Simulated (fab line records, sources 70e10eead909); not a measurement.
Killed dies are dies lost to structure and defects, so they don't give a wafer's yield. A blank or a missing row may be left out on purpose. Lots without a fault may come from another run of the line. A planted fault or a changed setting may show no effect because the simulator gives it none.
A struck lot beside a sound one | flow nand_harc | 14 steps out of a route of 1159
Sound: wafers L425.3, L425.5, L425.6. Struck: wafers L428.1, L428.2, L428.6. The cause comes at the end.
At each step with rows: each side's tool, then ch and its chambers, then its first start. Under that, the readings that differ: sound wafers | struck wafers | difference of the means | sigmas: that difference in standard deviations of wafers without a fault.
alike: readings whose means differ by less than 2 such deviations, and words and numbers that are the same on both sides. not compared: withheld readings, readings that some wafer has no value for, bounds like >300 that may hide the same value, and numbers for which the record gives no deviation and whose values overlap.
The two part at a step that has a row with sigmas, a row that says differs or no value, or rows on one side only. Numbers that don't overlap but have no deviation are shown without sigmas and don't part them. A reading that every wafer of one side lacks parts them only if that side has two wafers or more.

first, 1 step without rows for these wafers: NHARC_A_ONON_D1_DEP_03 (target thk 1000 nm).
NHARC_A_ONON_D1_THK_MEAS_05: measures by ellipsometry.
  sound on film_metro-02, day 8 04:53; struck on film_metro-01, day 9 05:58
  alike: thk_nm
then, 1 step without rows for these wafers: NHARC_A_ONON_D1_DEP_06 (target thk 1000 nm).
NHARC_A_ONON_D1_THK_MEAS_08: measures by ellipsometry.
  sound on film_metro-02, day 8 05:26; struck on film_metro-01, day 9 06:32
  alike: thk_nm
then, 1 step without rows for these wafers: NHARC_A_ONON_D1_DEP_09 (target thk 1000 nm).
NHARC_A_ONON_D1_THK_MEAS_11: measures by ellipsometry.
  sound on film_metro-01, day 8 06:02; struck on film_metro-02, day 9 07:07
  alike: thk_nm
then, 1 step without rows for these wafers: NHARC_A_ONON_D1_DEP_12 (target thk 1000 nm).
NHARC_A_ONON_D1_THK_MEAS_14: measures by ellipsometry.
  sound on film_metro-01, day 8 06:36; struck on film_metro-02, day 9 07:40
  alike: thk_nm
then, 2 steps without rows for these wafers: NHARC_A_ONON_D1_ANNEAL_15 (time 3600 s); NHARC_A_ONON_D1_DEP_16 (target thk 1000 nm).
NHARC_A_ONON_D1_THK_MEAS_18: measures by ellipsometry.
  sound on film_metro-02, day 8 14:37; struck on film_metro-01, day 9 14:37
  alike: thk_nm
NHARC_A_ONON_D1_DEP_19: target thk 1000 nm.
  sound on pecvd_onon-03 ch 0, day 8 14:47; struck on pecvd_onon-03 ch 0, day 9 14:40
  alike: nh3_flow_sccm
NHARC_A_ONON_D1_THK_MEAS_21: measures by ellipsometry.
  sound on film_metro-01, day 8 15:11; struck on film_metro-02, day 9 15:21
  reading     | sound          | struck         | difference | sigmas
  thk_nm (nm) | 1004 1004 1005 | 1679 1680 1681 | +676       | +94
  not compared: hold
NHARC_END_SORT_01:
  the record has rows for the sound wafers here (prober-02 ch 0, day 20 16:02) and none for the struck ones

WHERE THEY PART
First at NHARC_A_ONON_D1_THK_MEAS_21; last, within this record, at NHARC_END_SORT_01.

WHY: what the simulator had put in
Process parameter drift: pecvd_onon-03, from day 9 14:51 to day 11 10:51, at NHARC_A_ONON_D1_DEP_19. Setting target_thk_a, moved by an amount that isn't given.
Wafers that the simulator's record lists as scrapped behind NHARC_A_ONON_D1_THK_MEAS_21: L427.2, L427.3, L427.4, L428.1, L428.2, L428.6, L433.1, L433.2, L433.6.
